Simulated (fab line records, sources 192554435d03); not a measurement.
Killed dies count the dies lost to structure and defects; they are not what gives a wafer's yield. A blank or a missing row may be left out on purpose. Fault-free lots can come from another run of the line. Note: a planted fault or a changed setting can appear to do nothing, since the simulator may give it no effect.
A struck lot beside a sound one | flow n5-finfet | 38 steps out of a route of 1938
Sound: these wafers, L352.1, L352.2, L352.3. Wafers struck: L336.1, L336.4, L336.5. At the end, the cause is stated.
For every step that has rows: the tool of each side, followed by ch and its chambers, followed by its first start. Under that, the readings that differ: sound wafers | struck wafers | difference of the means | sigmas: that difference in standard deviations of wafers without a fault.
alike: readings with means less than 2 such deviations apart, plus words and numbers identical on both sides. not compared: withheld readings, readings lacking a value on some wafer, bounds such as >300 that could conceal the same value, and numbers that have no deviation in the record and whose values overlap.
A row with sigmas, a row that says differs or no value, or rows on one side alone: a step with any of these is where the two part. Numbers that have no deviation but don't overlap get no sigmas and don't part them. A reading missing from all wafers of one side parts the sides only when that side holds two or more wafers.

first, 12 steps without rows for these wafers: N5_MOL_CONTACT_COAG_DESCUM_45 (chemistry O2, time 7 s); N5_MOL_CONTACT_COAG_ETCH_65 (etches underlayer in N2/H2, target depth 13 nm, time 10.4 s); N5_MOL_CONTACT_COAG_ETCH_66 (etches SiARC in CF4, target depth 13 nm, time 21.7 s); N5_MOL_CONTACT_COAG_ALD_133 (deposits SiO2, target thk 5 nm, pulse time 1 s, co reactant pulse time 1 s); N5_MOL_CONTACT_COAG_ETCHBACK_134 (etches SiO2 in CHF3, target depth 10 nm, time 6.7 s); N5_MOL_CONTACT_COAG_ETCH_67 (etches SOC in N2/H2, target depth 60 nm, overetch 21 nm, time 101.2 s); N5_MOL_CONTACT_COAG_STRIP_68 (strips in N2/H2); N5_MOL_CONTACT_COAG_STRIP_69 (strips in N2/H2); N5_MOL_CONTACT_COAG_ETCHBACK_136 (etches SiO2 in CHF3, target depth 25 nm, time 16.7 s); N5_MOL_CONTACT_COAG_STRIP_120 (strips in CHF3); N5_MOL_CONTACT_COAG_VIA_ETCH_117 (etches SiO2 in C4F6/O2, target depth 40 nm, overetch 8 nm, time 26 s); N5_MOL_CONTACT_COAG_ETCH_124 (etches SiNx in CH3F/O2, stops on SiOC, target depth 6.5 nm).
N5_MOL_CONTACT_COAG_ETCH_48: etches SiOC in C4F6/O2, target depth 15 nm, overetch 4.5 nm, time 17 s.
  sound on rie-diel-06 ch 0,2,3, day 10 17:08; struck on rie-diel-05 ch 0,1, day 6 22:35
  alike: drypump-motor-current-A, oes-product-au, rf-fwd-power-W, rf-vpp-V, showerhead-plenum-p-Torr, throttle-valve-pct
  not compared: rf-hours-counter-h
then, 24 steps without rows for these wafers: N5_MOL_CONTACT_COAG_STRIP_72 (strips in N2/H2); N5_MOL_CONTACT_COAG_STRIP_49 (strips in N2/H2, time 30 s); N5_MOL_CONTACT_COAG_PRECLEAN_138 (cleans in alkaline clean, time 60 s); N5_MOL_CONTACT_COAG_SRD_139 (time 30 s); N5_MOL_CONTACT_COAG_PRE_CLEAN_121; N5_MOL_CONTACT_COAG_CVD_140 (deposits W, target thk 66.5 nm, time 215 s); N5_MOL_CONTACT_COAG_PRECLEAN_127 (cleans in DIW, time 57.5 s); N5_MOL_CONTACT_COAG_SRD_128 (dry time 32 s); N5_MOL_CONTACT_COAG_CMP_52 (polishes, stops on SiO2, t overpolish 1.5 s, target thk 66.5 nm); N5_MOL_CONTACT_COAG_ANNEAL_112 (time 1800 s); N5_BEOL_M0_SAQP_PECVD_00 (deposits SiCN from 3MS/NH3, target thk 8 nm, time 14 s); N5_BEOL_M0_SAQP_ILD_DEP_01 (deposits SiOC from DEMS/O2, target thk 45.419 nm, time 8.7 s); N5_BEOL_M0_SAQP_HM_DEP_02 (deposits TiN, target thk 12 nm); N5_BEOL_M0_SAQP_PECVD_03 (deposits SiCN from 3MS/NH3, target thk 12 nm, time 21.1 s); N5_BEOL_M0_SAQP_PECVD_96 (deposits a-Si from SiH4/He, target thk 45 nm, time 45.2 s); N5_BEOL_M0_SAQP_PECVD_97 (deposits SiNx from SiH4/NH3/N2, target thk 23 nm, time 19.9 s); N5_BEOL_M0_SAQP_PECVD_04 (deposits a-Si from SiH4/He, target thk 60 nm, time 60.2 s); N5_BEOL_M0_SAQP_HM_DEP_111 (deposits SiO2 from SiH4/N2O, target thk 12 nm, time 7.2 s); N5_BEOL_M0_SAQP_COAT_81 (time 60 s, resist thk 100 nm); N5_BEOL_M0_SAQP_COAT_82 (time 60 s, resist thk 30 nm); N5_BEOL_M0_SAQP_COAT_08 (resist thk 90 nm); N5_BEOL_M0_SAQP_EBR_10; N5_BEOL_M0_SAQP_SOFTBAKE_09 (time 60 s); N5_BEOL_M0_SAQP_EXPOSE_11 (exposes mask M0 CORE, target cd 42 nm).
-- a jump in the record: the struck wafers' starts before and after are 7 days apart (it breaks off in module BEOL_M0_SAQP and resumes in module PASSIVATION, where the first step shown is number 1936 of the route) --
N5_PASSIVATION_PROBE_49:
  struck on prober-02, day 14 03:12; sound on prober-02, day 17 18:47
  reading                  | sound          | struck         | difference | sigmas
  defect-limited-yield (%) | 91.3 92.2 91.6 | 84.7 84.2 81.8 | -8.1       | -5
  killed-at-contacts       | 4 2 5          | 99 115 106     | +103       | +15
  killed-dies              | 103 92 99      | 180 186 215    | +96        | +6
  sort_bin_5_function (%)  | 4.5 4.9 4.8    | 10.6 11.6 11.1 | +6.4       | +6
  sort-n-pass              | 1077 1088 1081 | 1000 994 965   | -96        | -6
  sort-yield-pct (%)       | 91.3 92.2 91.6 | 84.7 84.2 81.8 | -8.1       | -5
  alike: killed_at_M0_to_M3, killed_at_M4_up, killed-at-front-end, killed-at-other, killed-open, killed-short, sort_bin_6_memory

## WHERE THEY PART
Only at N5_PASSIVATION_PROBE_49, as far as this record shows.

WHY: whatever the simulator had introduced
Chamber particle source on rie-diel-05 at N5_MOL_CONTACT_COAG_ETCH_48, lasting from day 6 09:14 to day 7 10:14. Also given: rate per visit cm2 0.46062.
